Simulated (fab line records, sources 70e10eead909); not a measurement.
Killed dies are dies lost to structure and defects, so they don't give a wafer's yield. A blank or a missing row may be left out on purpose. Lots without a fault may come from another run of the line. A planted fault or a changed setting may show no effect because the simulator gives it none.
A struck lot beside a sound one | flow nand_harc | 14 steps out of a route of 1302
Sound: wafers L972.1, L972.3, L972.5. Struck: wafers L974.1, L974.4, L974.6. The cause comes at the end.
At each step with rows: each side's tool, then ch and its chambers, then its first start. Under that, the readings that differ: sound wafers | struck wafers | difference of the means | sigmas: that difference in standard deviations of wafers without a fault.
alike: readings whose means differ by less than 2 such deviations, and words and numbers that are the same on both sides. not compared: withheld readings, readings that some wafer has no value for, bounds like >300 that may hide the same value, and numbers for which the record gives no deviation and whose values overlap.
The two part at a step that has a row with sigmas, a row that says differs or no value, or rows on one side only. Numbers that don't overlap but have no deviation are shown without sigmas and don't part them. A reading that every wafer of one side lacks parts them only if that side has two wafers or more.

NHARC_P_ZERO_WELL_INSPECT_43:
  sound on defect_inspect-02, day 6 07:41; struck on defect_inspect-01, day 7 03:43
  alike: raw_defect_count
then, 11 steps without rows for these wafers: NHARC_P_STI_ETCH_26 (etches SiO2 in dHF, target depth 11 nm); NHARC_P_STI_PRECLEAN_27 (cleans in SC1); NHARC_P_STI_SRD_28; NHARC_P_STI_OXIDE_29 (material SiO2, target thk 10 nm, ox time 1362 s); NHARC_P_STI_HM_DEP_30 (deposits Si3N4, target thk 80 nm, time 873 s); NHARC_P_STI_DEHYDRATE_01 (time 120 s); NHARC_P_STI_HMDS_02 (time 30 s); NHARC_P_STI_COAT_41 (time 65 s); NHARC_P_STI_COAT_03 (resist thk 600 nm); NHARC_P_STI_SOFTBAKE_04 (time 70 s); NHARC_P_STI_EBR_05.
NHARC_P_STI_EXPOSE_06: exposes mask P STI, target cd 200 nm.
  sound on krf_scanner-04 ch 0, day 6 23:12; struck on krf_scanner-02, day 7 20:20
  no value came back on the struck wafers for exposure_dose_mJ_cm2, focus_offset_nm (nm); on the sound wafers exposure_dose_mJ_cm2 reads 37.60 37.65 37.62
  alike: mask
then, 1 step without rows for these wafers: NHARC_P_STI_PEB_07 (peb time 80 s).

WHERE THEY PART
Only at NHARC_P_STI_EXPOSE_06, within this record.

WHY: what the simulator had put in
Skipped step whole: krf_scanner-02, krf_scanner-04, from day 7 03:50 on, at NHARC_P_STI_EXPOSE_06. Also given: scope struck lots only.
